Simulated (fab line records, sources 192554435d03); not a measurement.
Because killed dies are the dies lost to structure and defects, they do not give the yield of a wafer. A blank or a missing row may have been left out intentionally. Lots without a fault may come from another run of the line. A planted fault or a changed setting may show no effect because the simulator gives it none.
Split-lot trial / flow n5Finfet / 21 wafers read across 7 lots, on a route 1938 steps long

## ON THE SPLIT
At N5_BEOL_M5_COAT_74 (time 60 s, resist thk 5 nm), the setting spinRpm was moved away from the recipe's 1500 rpm on 6 of the 21 wafers read, by -9.7% to +6.9%. For the rest of the wafers, this setting stayed at what the recipe calls for.

## FROM THE SPLIT TO THE READING: what the file shows between them, 3 steps
- N5_BEOL_M5_COAT_22: resist thk 30 nm
- N5_BEOL_M5_EBR_24
- N5_BEOL_M5_DESCUM_33: chemistry O2, time 7 s

## THE READING
etch.depthNm (the simulator's own value, which no gauge read), in nm, at N5_BEOL_M5_ETCH_75 (etches underlayer in N2/H2, target depth 6.5 nm, time 5.2 s). The file does not state a usual value for it. Across the 15 wafers here that went through the recipe, the average is 4.993 nm and the standard deviation 0.0093 nm.

wafer=L077.1; tool, chamber at the split=lithoTrack-01, 0; spinRpm as run, rpm=1355; against the recipe=-9.7%; etch.depthNm, nm=5.27; against lot-mates on the recipe=no lot-mate on the recipe
wafer=L077.2; tool, chamber at the split=lithoTrack-01, 0; spinRpm as run, rpm=1355; against the recipe=-9.7%; etch.depthNm, nm=5.27; against lot-mates on the recipe=no lot-mate on the recipe
wafer=L077.3; tool, chamber at the split=lithoTrack-01, 0; spinRpm as run, rpm=1355; against the recipe=-9.7%; etch.depthNm, nm=5.266; against lot-mates on the recipe=no lot-mate on the recipe
wafer=L078.3; tool, chamber at the split=lithoTrack-05, 0; spinRpm as run, rpm=1500; against the recipe=recipe; etch.depthNm, nm=4.991; against lot-mates on the recipe=-
wafer=L078.4; tool, chamber at the split=lithoTrack-05, 0; spinRpm as run, rpm=1500; against the recipe=recipe; etch.depthNm, nm=4.982; against lot-mates on the recipe=-
wafer=L078.5; tool, chamber at the split=lithoTrack-05, 0; spinRpm as run, rpm=1500; against the recipe=recipe; etch.depthNm, nm=4.992; against lot-mates on the recipe=-
wafer=L079.2; tool, chamber at the split=lithoTrack-05, 0; spinRpm as run, rpm=1500; against the recipe=recipe; etch.depthNm, nm=4.991; against lot-mates on the recipe=-
wafer=L079.4; tool, chamber at the split=lithoTrack-05, 0; spinRpm as run, rpm=1500; against the recipe=recipe; etch.depthNm, nm=4.985; against lot-mates on the recipe=-
wafer=L079.5; tool, chamber at the split=lithoTrack-05, 0; spinRpm as run, rpm=1500; against the recipe=recipe; etch.depthNm, nm=4.983; against lot-mates on the recipe=-
wafer=L080.3; tool, chamber at the split=lithoTrack-02, 0; spinRpm as run, rpm=1500; against the recipe=recipe; etch.depthNm, nm=4.986; against lot-mates on the recipe=-
wafer=L080.4; tool, chamber at the split=lithoTrack-02, 0; spinRpm as run, rpm=1500; against the recipe=recipe; etch.depthNm, nm=4.985; against lot-mates on the recipe=-
wafer=L080.5; tool, chamber at the split=lithoTrack-02, 0; spinRpm as run, rpm=1500; against the recipe=recipe; etch.depthNm, nm=4.999; against lot-mates on the recipe=-
wafer=L091.4; tool, chamber at the split=lithoTrack-01, 0; spinRpm as run, rpm=1500; against the recipe=recipe; etch.depthNm, nm=4.99; against lot-mates on the recipe=-
wafer=L091.5; tool, chamber at the split=lithoTrack-01, 0; spinRpm as run, rpm=1500; against the recipe=recipe; etch.depthNm, nm=4.993; against lot-mates on the recipe=-
wafer=L091.6; tool, chamber at the split=lithoTrack-01, 0; spinRpm as run, rpm=1410; against the recipe=-6.0%; etch.depthNm, nm=5.153; against lot-mates on the recipe=+0.161
wafer=L094.2; tool, chamber at the split=lithoTrack-05, 0; spinRpm as run, rpm=1500; against the recipe=recipe; etch.depthNm, nm=5.016; against lot-mates on the recipe=-
wafer=L094.3; tool, chamber at the split=lithoTrack-05, 0; spinRpm as run, rpm=1500; against the recipe=recipe; etch.depthNm, nm=5.004; against lot-mates on the recipe=-
wafer=L094.4; tool, chamber at the split=lithoTrack-05, 0; spinRpm as run, rpm=1500; against the recipe=recipe; etch.depthNm, nm=5.007; against lot-mates on the recipe=-
wafer=L095.2; tool, chamber at the split=lithoTrack-02, 0; spinRpm as run, rpm=1500; against the recipe=recipe; etch.depthNm, nm=4.996; against lot-mates on the recipe=-
wafer=L095.3; tool, chamber at the split=lithoTrack-02, 0; spinRpm as run, rpm=1604; against the recipe=+6.9%; etch.depthNm, nm=4.809; against lot-mates on the recipe=-0.187
wafer=L095.5; tool, chamber at the split=lithoTrack-02, 0; spinRpm as run, rpm=1604; against the recipe=+6.9%; etch.depthNm, nm=4.826; against lot-mates on the recipe=-0.170

FIT RESULTS
A straight line over all 21 wafers: etch.depthNm changes by -0.0275 nm for each +1% of spinRpm; r = -1.00; the points scatter about the line by 0.01 nm.
The same after taking each lot's own level away (the mean of its wafers on the recipe; 18 wafers): -0.0261 nm for each +1%; r = -1.00; scatter 0.0054 nm.
On that fit, the largest move of spinRpm shifts the reading by 0.25 nm.
Across the lots, their own levels run from 4.9863 to 5.0090 nm, a range of 2.4 times the standard deviation given above.
So the lot-to-lot level changes the slope little: the two slopes agree.
Check: -0.176 nm against its lot-mates is what the line predicts for one of the wafers moved furthest among these (+6.9%) when that wafer is left out of the fit. It came out at -0.187 nm against them.

## ADDITIONAL SPLITS CARRIED BY THESE WAFERS
Before the reading, these wafers also passed through other splits. Each is held against what the fit with the lots' levels taken away leaves over:
other split on the same wafers=N5_BEOL_M5_ETCH_72 biasW; wafers away from the commonest value=9; r with etch.depthNm (lot level and that fit taken away)=+0.03

## THE FILE'S OWN FIT
etch.depthNm changes by -0.0262 nm for each +1% of spinRpm, r = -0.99.
